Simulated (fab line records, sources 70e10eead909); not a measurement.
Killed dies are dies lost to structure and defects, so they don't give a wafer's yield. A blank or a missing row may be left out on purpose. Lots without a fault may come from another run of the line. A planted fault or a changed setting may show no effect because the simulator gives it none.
Chamber matching | flow nand_harc | NHARC_A_CHANNEL_FILL_D1_ALD_16 on ald_hk-02: 4 sister chambers
The step deposits SiO2, target thk 1.5 nm, pulse time 10 s, ald cycles 15. 20 wafers are shown with their chamber, then 10 later ones without.

WAFERS WITH THEIR CHAMBER
wafer  | chamber | heater_power_w (W) | precursor_pulse_height_rel
L075.1 | 0       | 480                | 1.023
L075.2 | 1       | 560                | 1.022
L075.4 | 2       | 493                | 1.022
L074.1 | 3       | 456                | 0.986
L074.5 | 2       | 501                | 0.990
L074.6 | 3       | 447                | 0.971
L078.2 | 0       | 468                | 0.979
L078.4 | 3       | 454                | 1.024
L078.5 | 2       | 492                | 0.959
L082.2 | 2       | 514                | 1.043
L082.3 | 3       | 438                | 1.014
L082.6 | 0       | 474                | 1.033
L081.3 | 1       | 548                | 0.962
L081.4 | 2       | 510                | 1.007
L081.6 | 3       | 450                | 0.969
L083.1 | 3       | 468                | 1.024
L083.2 | 2       | 511                | 0.998
L083.5 | 0       | 475                | 0.966
L087.1 | 3       | 440                | 0.993
L087.2 | 0       | 461                | 0.989

SIGNATURES (means of the wafers above)
reading                    | chamber 0 | chamber 1 | chamber 2 | chamber 3 | scatter within a chamber
heater_power_w             | 471.60    | 554.00    | 503.50    | 450.43    | 9.25
precursor_pulse_height_rel | 0.99800   | 0.99200   | 1.00317   | 0.99729   | 0.028
Rule: a wafer's distance from a chamber is the root of the sum, over the readings, of the square of ((its reading less the chamber's mean) divided by the reading's scatter). The wafer belongs to the nearest chamber; if the next one is less than 2 further off, it can't be placed. The scatter: the root of (the sum of the squares of (reading less its chamber's mean) over the shown wafers, divided by (wafers less chambers)).

WAFERS WITHOUT THEIR CHAMBER
wafer  | heater_power_w (W) | precursor_pulse_height_rel
L087.3 | 497                | 1.028
L091.3 | 506                | 0.994
L091.4 | 507                | 0.978
L091.6 | 525                | 1.013
L092.2 | 553                | 1.009
L092.4 | 496                | 1.008
L092.5 | 513                | 1.023
L096.1 | 490                | 0.978
L096.4 | 525                | 0.964
L096.6 | 496                | 1.013

WHICH CHAMBER EACH WENT THROUGH
wafer  | from the rows above     | in truth
L087.3 | can't be placed: 2 or 0 | 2
L091.3 | 2                       | 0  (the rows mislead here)
L091.4 | 2                       | 2
L091.6 | can't be placed: 2 or 1 | 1
L092.2 | 1                       | 1
L092.4 | can't be placed: 2 or 0 | 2
L092.5 | 2                       | 2
L096.1 | can't be placed: 2 or 0 | 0
L096.4 | can't be placed: 2 or 1 | 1
L096.6 | can't be placed: 2 or 0 | 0
Placed correctly: 3 of 10. Can't be placed from these rows: 6 (the true chamber is among the candidates in 6). Placed wrongly: 1.
